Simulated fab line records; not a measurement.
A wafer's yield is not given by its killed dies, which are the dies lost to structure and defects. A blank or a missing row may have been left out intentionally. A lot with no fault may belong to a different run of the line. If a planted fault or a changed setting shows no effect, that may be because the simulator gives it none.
Chamber matching :: flow nand_harc :: NHARC_A_STAIRCASE_DESCUM_443 on rie_diel-05 has 4 sister chambers
The step chemistry O2, time 3 s. 22 wafers are shown with their chamber, then 11 later ones without.

EACH WAFER AND ITS CHAMBER
wafer: L077.3
chamber: 1
drypump_motor_current_A (A): 5.7
showerhead_plenum_p_Torr (Torr): 1.88
oes_product_au (a.u.): 0.991

wafer: L077.4
chamber: 2
drypump_motor_current_A (A): 6.1
showerhead_plenum_p_Torr (Torr): 1.82
oes_product_au (a.u.): 0.978

wafer: L077.6
chamber: 1
drypump_motor_current_A (A): 5.7
showerhead_plenum_p_Torr (Torr): 1.88
oes_product_au (a.u.): 0.998

wafer: L078.2
chamber: 2
drypump_motor_current_A (A): 6.2
showerhead_plenum_p_Torr (Torr): 1.82
oes_product_au (a.u.): 0.974

wafer: L078.3
chamber: 0
drypump_motor_current_A (A): 4.7
showerhead_plenum_p_Torr (Torr): 1.89
oes_product_au (a.u.): 1.003

wafer: L078.5
chamber: 3
drypump_motor_current_A (A): 6.5
showerhead_plenum_p_Torr (Torr): 1.78
oes_product_au (a.u.): 0.997

wafer: L081.1
chamber: 1
drypump_motor_current_A (A): 5.7
showerhead_plenum_p_Torr (Torr): 1.88
oes_product_au (a.u.): 1.000

wafer: L081.2
chamber: 2
drypump_motor_current_A (A): 6.1
showerhead_plenum_p_Torr (Torr): 1.82
oes_product_au (a.u.): 0.981

wafer: L081.4
chamber: 0
drypump_motor_current_A (A): 4.8
showerhead_plenum_p_Torr (Torr): 1.89
oes_product_au (a.u.): 0.992

wafer: L087.2
chamber: 3
drypump_motor_current_A (A): 6.5
showerhead_plenum_p_Torr (Torr): 2.07
oes_product_au (a.u.): 0.993

wafer: L087.4
chamber: 2
drypump_motor_current_A (A): 6.1
showerhead_plenum_p_Torr (Torr): 1.81
oes_product_au (a.u.): 0.965

wafer: L087.5
chamber: 3
drypump_motor_current_A (A): 6.5
showerhead_plenum_p_Torr (Torr): 2.07
oes_product_au (a.u.): 0.988

wafer: L088.2
chamber: 2
drypump_motor_current_A (A): 6.1
showerhead_plenum_p_Torr (Torr): 1.81
oes_product_au (a.u.): 0.972

wafer: L088.3
chamber: 3
drypump_motor_current_A (A): 6.5
showerhead_plenum_p_Torr (Torr): 2.07
oes_product_au (a.u.): 1.003

wafer: L088.6
chamber: 3
drypump_motor_current_A (A): 6.5
showerhead_plenum_p_Torr (Torr): 2.07
oes_product_au (a.u.): 1.000

wafer: L089.1
chamber: 0
drypump_motor_current_A (A): 4.7
showerhead_plenum_p_Torr (Torr): 1.88
oes_product_au (a.u.): 1.028

wafer: L089.2
chamber: 2
drypump_motor_current_A (A): 6.1
showerhead_plenum_p_Torr (Torr): 1.81
oes_product_au (a.u.): 0.979

wafer: L089.5
chamber: 0
drypump_motor_current_A (A): 4.7
showerhead_plenum_p_Torr (Torr): 1.88
oes_product_au (a.u.): 1.020

wafer: L089.3
chamber: 1
drypump_motor_current_A (A): 5.7
showerhead_plenum_p_Torr (Torr): 1.87
oes_product_au (a.u.): 1.016

wafer: L089.4
chamber: 3
drypump_motor_current_A (A): 6.5
showerhead_plenum_p_Torr (Torr): 2.07
oes_product_au (a.u.): 1.016

wafer: L089.6
chamber: 1
drypump_motor_current_A (A): 5.7
showerhead_plenum_p_Torr (Torr): 1.87
oes_product_au (a.u.): 1.024

wafer: L092.1
chamber: 2
drypump_motor_current_A (A): 6.1
showerhead_plenum_p_Torr (Torr): 1.81
oes_product_au (a.u.): 0.974

SIGNATURES, as means of the wafers listed above
reading: drypump_motor_current_A
chamber 0: 4.725
chamber 1: 5.700
chamber 2: 6.114
chamber 3: 6.500
scatter within a chamber: 0.0299

reading: showerhead_plenum_p_Torr
chamber 0: 1.8850
chamber 1: 1.8760
chamber 2: 1.8143
chamber 3: 2.0217
scatter within a chamber: 0.0626

reading: oes_product_au
chamber 0: 1.01075
chamber 1: 1.00580
chamber 2: 0.97471
chamber 3: 0.99950
scatter within a chamber: 0.011
Rule: for each reading, subtract the chamber's mean from the wafer's reading, divide by that reading's scatter and square the result; add these up over the readings and take the root, which gives the wafer's distance from the chamber. The wafer belongs to the nearest chamber; if the next one is less than 2 further off, it can't be placed. The scatter: the root of (the sum of the squares of (reading less its chamber's mean) over the shown wafers, divided by (wafers less chambers)).

WAFERS WITHOUT THEIR CHAMBER
wafer: L092.3
drypump_motor_current_A (A): 5.7
showerhead_plenum_p_Torr (Torr): 1.87
oes_product_au (a.u.): 1.016

wafer: L092.4
drypump_motor_current_A (A): 4.8
showerhead_plenum_p_Torr (Torr): 1.88
oes_product_au (a.u.): 1.013

wafer: L092.2
drypump_motor_current_A (A): 6.5
showerhead_plenum_p_Torr (Torr): 2.07
oes_product_au (a.u.): 1.000

wafer: L092.5
drypump_motor_current_A (A): 6.5
showerhead_plenum_p_Torr (Torr): 2.07
oes_product_au (a.u.): 1.002

wafer: L092.6
drypump_motor_current_A (A): 6.1
showerhead_plenum_p_Torr (Torr): 1.81
oes_product_au (a.u.): 0.980

wafer: L097.1
drypump_motor_current_A (A): 6.5
showerhead_plenum_p_Torr (Torr): 2.07
oes_product_au (a.u.): 1.007

wafer: L097.3
drypump_motor_current_A (A): 4.7
showerhead_plenum_p_Torr (Torr): 1.88
oes_product_au (a.u.): 1.007

wafer: L097.5
drypump_motor_current_A (A): 4.7
showerhead_plenum_p_Torr (Torr): 1.88
oes_product_au (a.u.): 1.007

wafer: L097.2
drypump_motor_current_A (A): 6.1
showerhead_plenum_p_Torr (Torr): 1.81
oes_product_au (a.u.): 0.992

wafer: L097.4
drypump_motor_current_A (A): 5.7
showerhead_plenum_p_Torr (Torr): 1.87
oes_product_au (a.u.): 1.033

wafer: L097.6
drypump_motor_current_A (A): 6.5
showerhead_plenum_p_Torr (Torr): 2.07
oes_product_au (a.u.): 1.017

WHICH CHAMBER EACH WENT THROUGH
wafer: L092.3
from the rows above: 1
in truth: 1

wafer: L092.4
from the rows above: 0
in truth: 0

wafer: L092.2
from the rows above: 3
in truth: 3

wafer: L092.5
from the rows above: 3
in truth: 3

wafer: L092.6
from the rows above: 2
in truth: 2

wafer: L097.1
from the rows above: 3
in truth: 3

wafer: L097.3
from the rows above: 0
in truth: 0

wafer: L097.5
from the rows above: 0
in truth: 0

wafer: L097.2
from the rows above: 2
in truth: 2

wafer: L097.4
from the rows above: 1
in truth: 1

wafer: L097.6
from the rows above: 3
in truth: 3
Placed correctly: 11 of 11. Not placeable from these rows: 0. Wrongly placed: 0.
